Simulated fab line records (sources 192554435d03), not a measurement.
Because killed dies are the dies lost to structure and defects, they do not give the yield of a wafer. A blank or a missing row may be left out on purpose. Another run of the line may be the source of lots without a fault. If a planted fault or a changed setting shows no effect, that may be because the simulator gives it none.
Split-lot study -- flow n5_finfet -- 21 wafers read across 7 lots, on a route 1938 steps long

## THE SPLIT ITSELF
At N5_SD_EPI_N_PEB_07 (peb time 60 s), the setting peb_time_s was moved away from the recipe's 60 s on 6 of the 21 wafers read, by -16.8% to +9.2%. For the rest of the wafers, this setting stayed at what the recipe calls for.

## THE PATH FROM SPLIT TO READING: the file shows 1 step between them
- N5_SD_EPI_N_DEVELOP_08: develop time 30 s

## THE READING
cd_nm, in nm, at N5_SD_EPI_N_CD_MEAS_09 (target cd 120 nm). Fault-free wafers of this fab line usually give 119.7 nm, standard deviation 0.73 nm.

wafer,"tool, chamber at the split","peb_time_s as run, s",against the recipe,"cd_nm, nm",against lot-mates on the recipe
L078.2,"litho_track-03, 0",60,recipe,119.0,-
L078.3,"litho_track-03, 0",49.93,-16.8%,112.9,-6.1
L078.6,"litho_track-03, 0",49.93,-16.8%,111.8,-7.2
L079.1,"litho_track-04, 0",60,recipe,119.2,-
L079.3,"litho_track-04, 0",60,recipe,119.0,-
L079.4,"litho_track-04, 0",60,recipe,118.5,-
L084.3,"litho_track-03, 0",60,recipe,120.3,-
L084.4,"litho_track-03, 0",60,recipe,118.6,-
L084.5,"litho_track-03, 0",52.47,-12.6%,113.6,-5.8
L085.3,"litho_track-04, 0",60,recipe,119.5,-
L085.4,"litho_track-04, 0",60,recipe,119.3,-
L085.5,"litho_track-04, 0",60,recipe,119.2,-
L088.1,"litho_track-01, 0",64.5,+7.5%,123.1,+3.1
L088.3,"litho_track-01, 0",60,recipe,120.0,-
L088.4,"litho_track-01, 0",64.5,+7.5%,123.7,+3.7
L091.2,"litho_track-03, 0",60,recipe,119.2,-
L091.3,"litho_track-03, 0",60,recipe,119.4,-
L091.6,"litho_track-03, 0",60,recipe,118.4,-
L097.2,"litho_track-03, 0",60,recipe,119.3,-
L097.3,"litho_track-03, 0",60,recipe,119.4,-
L097.5,"litho_track-03, 0",65.53,+9.2%,121.5,+2.2

FIT RESULTS
A straight line over all 21 wafers: cd_nm changes by +0.42 nm for each +1% of peb_time_s; r = +0.97; the points scatter about the line by 0.7 nm.
The same after taking each lot's own level away (the mean of its wafers on the recipe; 21 wafers): +0.398 nm for each +1%; r = +0.98; scatter 0.58 nm.
That fit puts the effect of the largest move of peb_time_s on the reading at 6.7 nm.
The lots' own levels span 118.90 to 120.00 nm, that is 1.5 times the standard deviation above.
So the lot-to-lot level changes the slope little: the two slopes agree.
Check: for one of the wafers moved furthest among these (-16.8%), held out of the fit, the line's prediction against its lot-mates is -7.07 nm. It came out at -6.1 nm against them.

## OTHER SPLITS APPLIED TO THESE WAFERS
Before the reading, these wafers also passed through other splits. Each is held against what the fit with the lots' levels taken away leaves over:
other split on the same wafers,wafers away from the commonest value,r with cd_nm (lot level and that fit taken away)
N5_ZERO_LAYER_PECVD_02 time_s,6,-0.07
N5_ZERO_LAYER_ETCH_18 icp_w,6,+0.39
N5_PMOS_HMC_CHANNEL_EPI_PEB_07 peb_time_s,7,-0.36
N5_PMOS_HMC_CHANNEL_EPI_DESCUM_14 time_s,6,-0.26
N5_FIN_SAQP_HM_DEP_03 time_s,10,+0.39
N5_FIN_SAQP_EXPOSE_13 dose_mj,5,+0.11
N5_FIN_CUT_CUT_ETCH_26 time_s,5,+0.04

## THE WHOLE CHAIN: every reading that the file lists as answering this split, in the file's order
step,what it does,reading,change (the file's fit),r (the file's)
N5_SD_EPI_N_CD_MEAS_09,target cd 120 nm,cd_nm,+0.398 nm for each +1% of the setting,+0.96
N5_SD_EPI_N_DESCUM_14,"chemistry O2, time 7.9 s","SD_EPI_N.cd_nm (the simulator's own value, which no gauge read)",+0.404 nm for each +1% of the setting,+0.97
N5_SD_EPI_N_ETCH_35,"etches SOC in N2/H2, overetch 108 nm, time 486 s","SD_EPI_N.cd_nm (the simulator's own value, which no gauge read)",+0.423 nm for each +1% of the setting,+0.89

## FILE'S OWN FIT
cd_nm changes by +0.398 nm for each +1% of peb_time_s, r = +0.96.
